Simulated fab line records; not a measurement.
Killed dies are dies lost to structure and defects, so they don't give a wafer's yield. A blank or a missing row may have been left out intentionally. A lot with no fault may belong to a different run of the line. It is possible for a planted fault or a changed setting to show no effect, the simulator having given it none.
Comparing a struck lot with a sound one	flow n5-finfet	38 steps out of a route of 1938
Sound: the wafers L163.2, L163.4, L163.5. Struck: wafer L171.2; the same lot's L171.6 was not struck, so it is left out; see the end for the cause.
For every step that has rows: the tool of each side, followed by ch and its chambers, followed by its first start. Under that, the readings that differ: sound wafers	struck wafers	difference of the means	sigmas: that difference in standard deviations of wafers without a fault.
alike: readings with means less than 2 such deviations apart, plus words and numbers identical on both sides. not compared: withheld readings, readings lacking a value on some wafer, bounds such as >300 that could conceal the same value, and numbers that have no deviation in the record and whose values overlap.
A row with sigmas, a row that says differs or no value, or rows on one side alone: a step with any of these is where the two part. Numbers that don't overlap but have no deviation are shown without sigmas and don't part them. Lack of a reading on every wafer of one side parts them only where that side has two or more wafers.

first, 9 steps without rows for these wafers: N5_MOL_CONTACT_COAG_CVD_140 (deposits W, target thk 66.5 nm, time 215 s); N5_MOL_CONTACT_COAG_PRECLEAN_127 (cleans in DIW, time 57.5 s); N5_MOL_CONTACT_COAG_SRD_128 (dry time 32 s); N5_MOL_CONTACT_COAG_CMP_52 (polishes, stops on SiO2, t overpolish 1.5 s, target thk 66.5 nm); N5_MOL_CONTACT_COAG_ANNEAL_112 (time 1800 s); N5_BEOL_M0_SAQP_PECVD_00 (deposits SiCN from 3MS/NH3, target thk 8 nm, time 14 s); N5_BEOL_M0_SAQP_ILD_DEP_01 (deposits SiOC from DEMS/O2, target thk 45.419 nm, time 8.7 s); N5_BEOL_M0_SAQP_HM_DEP_02 (deposits TiN, target thk 12 nm); N5_BEOL_M0_SAQP_PECVD_03 (deposits SiCN from 3MS/NH3, target thk 12 nm, time 21.1 s).
N5_BEOL_M0_SAQP_PECVD_96: deposits a-Si from SiH4/He, target thk 45 nm, time 45.2 s.
  sound on pecvd-04 ch 0,1, day 7 11:56; struck on pecvd-04 ch 0, day 9 08:57
reading	sound	struck	difference	sigmas
run-length-s (s)	81.7 82.4 80.7	66.4	-15.2	-27
model.a-Si_of_BEOL_M0_SAQP_PECVD_96.thk-nm (nm)	44 45 45.4	31.2	-13.6	
  alike: heater-power-w, showerhead-plenum-p-Torr, throttle-valve-pct
  not compared: since-wet-clean-h
then, 25 steps without rows for these wafers: N5_BEOL_M0_SAQP_PECVD_97 (deposits SiNx from SiH4/NH3/N2, target thk 23 nm, time 19.9 s); N5_BEOL_M0_SAQP_PECVD_04 (deposits a-Si from SiH4/He, target thk 60 nm, time 60.2 s); N5_BEOL_M0_SAQP_HM_DEP_111 (deposits SiO2 from SiH4/N2O, target thk 12 nm, time 7.2 s); N5_BEOL_M0_SAQP_COAT_81 (time 60 s, resist thk 100 nm); N5_BEOL_M0_SAQP_COAT_82 (time 60 s, resist thk 30 nm); N5_BEOL_M0_SAQP_COAT_08 (resist thk 90 nm); N5_BEOL_M0_SAQP_EBR_10; N5_BEOL_M0_SAQP_SOFTBAKE_09 (time 60 s); N5_BEOL_M0_SAQP_EXPOSE_11 (exposes mask M0 CORE, target cd 42 nm); N5_BEOL_M0_SAQP_PEB_12 (peb time 60 s); N5_BEOL_M0_SAQP_DEVELOP_13 (develop time 30 s); N5_BEOL_M0_SAQP_DESCUM_19 (chemistry O2, time 7.9 s); N5_BEOL_M0_SAQP_ETCH_83 (etches SiARC in CF4, target depth 39 nm, time 65 s); N5_BEOL_M0_SAQP_ETCH_84 (etches SOC in N2/H2, target depth 100 nm, overetch 20 nm, time 150 s); N5_BEOL_M0_SAQP_STRIP_80 (strips in N2/H2); N5_BEOL_M0_SAQP_HM_OPEN_112 (chemistry CHF3/O2, target SiO2, stops on a-Si, target depth 12 nm, time 13.5 s); N5_BEOL_M0_SAQP_STRIP_113 (strips in CHF3/O2); N5_BEOL_M0_SAQP_MANDREL_ETCH_20 (etches a-Si in HBr/Cl2, stops on SiNx, target depth 60 nm, bt time 10 s, time 30 s); N5_BEOL_M0_SAQP_STRIP_86 (strips in N2/H2); N5_BEOL_M0_SAQP_STRIP_115 (strips in post etch residue remover, time 60 s); N5_BEOL_M0_SAQP_SRD_93 (time 30 s); N5_BEOL_M0_SAQP_RECESS_114 (chemistry HF/NH3, target SiO2, target depth 14.4 nm, afs cycles 3, sublimation time 60 s); N5_BEOL_M0_SAQP_SPACER1_ALD_98 (deposits SiO2, target thk 12.8 nm, pulse time 1 s, purge time 2 s); N5_BEOL_M0_SAQP_SPACER1_ETCHBACK_99 (etches SiO2 in CHF3/O2, target depth 15.4 nm, time 7.7 s); N5_BEOL_M0_SAQP_MANDREL1_REMOVE_100 (chemistry HBr/Cl2/O2, target a-Si, stops on SiNx, bt time 10 s).
N5_BEOL_M0_SAQP_MANDREL_ETCH_103: etches a-Si in HBr/Cl2, stops on SiCN, target depth 45 nm, bt time 10 s, time 27 s.
  sound on rie-si-02 ch 0,1, day 7 15:13; struck on rie-si-01 ch 2, day 9 11:29
reading	sound	struck	difference	sigmas
drypump-motor-current-A (A)	5.47 5.19 5.20	5.98	+0.69	+3
oes-product-au (a.u.)	0.669 0.698 0.704	0.562	-0.128	-12
model.etch.depth-nm (nm)	44.02 44.93 45.44	31.3	-13.5	
  alike: throttle-valve-pct
  not compared: rf-hours-counter-h
N5_BEOL_M0_SAQP_SPACER2_ETCHBACK_27: etches SiO2 in CHF3/O2, target depth 22.5 nm, time 11.25 s.
  sound on rie-diel-04 ch 2,3, day 7 16:36; struck on rie-diel-06 ch 3, day 9 13:07
reading	sound	struck	difference	sigmas
drypump-motor-current-A (A)	5.79 5.44 5.44	6.14	+0.58	+2
model.a-Si_of_BEOL_M0_SAQP_PECVD_96.thk-nm (nm)	41.8 42.8 43.2	29.2	-13.4	
  alike: oes-product-au, rf-vpp-V, showerhead-plenum-p-Torr, throttle-valve-pct
  not compared: rf-hours-counter-h
-- the record jumps here: 2 days lie between the struck wafers' starts before and after (it left off in module BEOL_M0_SAQP and takes up again in module BEOL_M4, whose first step shown is number 1111 of the route) --
N5_BEOL_M4_RC_MEAS_101:
  sound on prober-01 ch 0, day 9 20:46; struck on prober-02 ch 0, day 11 15:51
reading	sound	struck	difference	sigmas
DIBL_N (mV/V)	36.3 36.3 35.6	38.9	+2.8	+2
IOFF_P (nA/um)	0.179 0.180 0.168	0.230	+0.054	+2
ION_P (uA/um)	445 448 443	462	+17	+3
SS_P (mV/dec)	73.0 73.4 72.4	74.7	+1.8	+3
  alike: DIBL_P, IOFF_N, ION_N, SS_N, VT_N, VT_P

== WHERE THEY PART ==
Earliest at N5_BEOL_M0_SAQP_PECVD_96; latest, in this record, at N5_BEOL_M4_RC_MEAS_101.

WHY: what had been put in by the simulator
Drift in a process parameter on pecvd-04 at N5_BEOL_M0_SAQP_PECVD_96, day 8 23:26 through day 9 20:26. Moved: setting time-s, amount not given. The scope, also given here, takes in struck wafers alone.
